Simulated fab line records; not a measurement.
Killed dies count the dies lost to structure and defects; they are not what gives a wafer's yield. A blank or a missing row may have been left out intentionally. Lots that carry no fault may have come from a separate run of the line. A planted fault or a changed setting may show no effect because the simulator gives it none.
8D (eight disciplines) problem report, filled in by code | flow nand harc | the parts of the form that need people (team, actions taken, sign-off) are left out

1. THE PROBLEM
Wafers without a fault read 1.000 a.u., standard deviation 0.012; oes product au at NHARC_P_M1_ETCH_28 reads a mean of 0.870 a.u. on 2 wafers belonging to 2 lots. That is -11 standard deviations from the usual mean.
The step: etches the open film in CF4/N2, target depth 30 nm, time 72.99 s.
Seen first at day 15 10:33 on rie diel-09, wafer L429.5. The record has a number at this step for 36 wafers belonging to 12 lots. Rule for "out" (also "out of limits"): further than 4 standard deviations from the usual mean. The other wafers with a number count as sound.

2. WHAT THIS IS AND IS NOT
question                    | is                | is not
which readings at this step | oes product au    | chamber pressure mTorr, drypump motor current A, rf vpp V, showerhead plenum p Torr, throttle valve pct
which lots                  | L429, L430        | L408, L409, L411, L412, L413, L414, L415, L417, L418, L422
which wafers of those lots  | L429.5, L430.1    | L429.2, L429.6, L430.3, L430.6
read on which tools         | rie diel-09       | rie diel-06
when                        | from day 15 10:33 | up to then (32 sound wafers); but 2 sound wafers of L430 came after

3. THE SUSPECTS, EACH WITH WHAT RULES IT OUT
Counting: a tool at a process step up to the reading stays a suspect if it ran every lot that is out. Sound lots after the first of them don't rule it out here, since some wafers of a struck lot are sound.
- rie diel-09 at NHARC_P_M1_ETCH_28 (etches the open film in CF4/N2, target depth 30 nm, time 72.99 s): kept. Ran every lot that is out, first one L429 (day 15 10:33); last sound lot up to then L418 (day 10 16:40). Out on those wafers are its own readings of oes product au.
Left after counting: rie diel-09 at NHARC_P_M1_ETCH_28.

4. THE CAUSE (what the simulator had put in)
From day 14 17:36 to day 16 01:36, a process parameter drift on rie diel-09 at NHARC_P_M1_ETCH_28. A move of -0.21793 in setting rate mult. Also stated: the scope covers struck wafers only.
Only this tool survived the counting.

5. THE EFFECT CHAIN, in route order
Rows list readings where the struck wafers' mean (over those with a number) sits beyond 3 standard deviations from the usual. Readings are gone through only where the record gives a usual standard deviation; hours: the median, over the lots, of the time from a lot's start at the first step in this table giving one to that lot's start at this step; sigmas: the change measured in usual standard deviations.
hours | step               | reading        | usual      | on struck wafers | change | sigmas
0     | NHARC_P_M1_ETCH_28 | oes product au | 1.000 a.u. | 0.870            | -0.130 | -11
The process steps in it:
- NHARC_P_M1_ETCH_28: etches the open film in CF4/N2, target depth 30 nm, time 72.99 s.

6. HOW IT WOULD HAVE BEEN CAUGHT EARLIER
In this record the first reading out of limits was taken at day 15 10:33, 17 hours after the fault began at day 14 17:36.
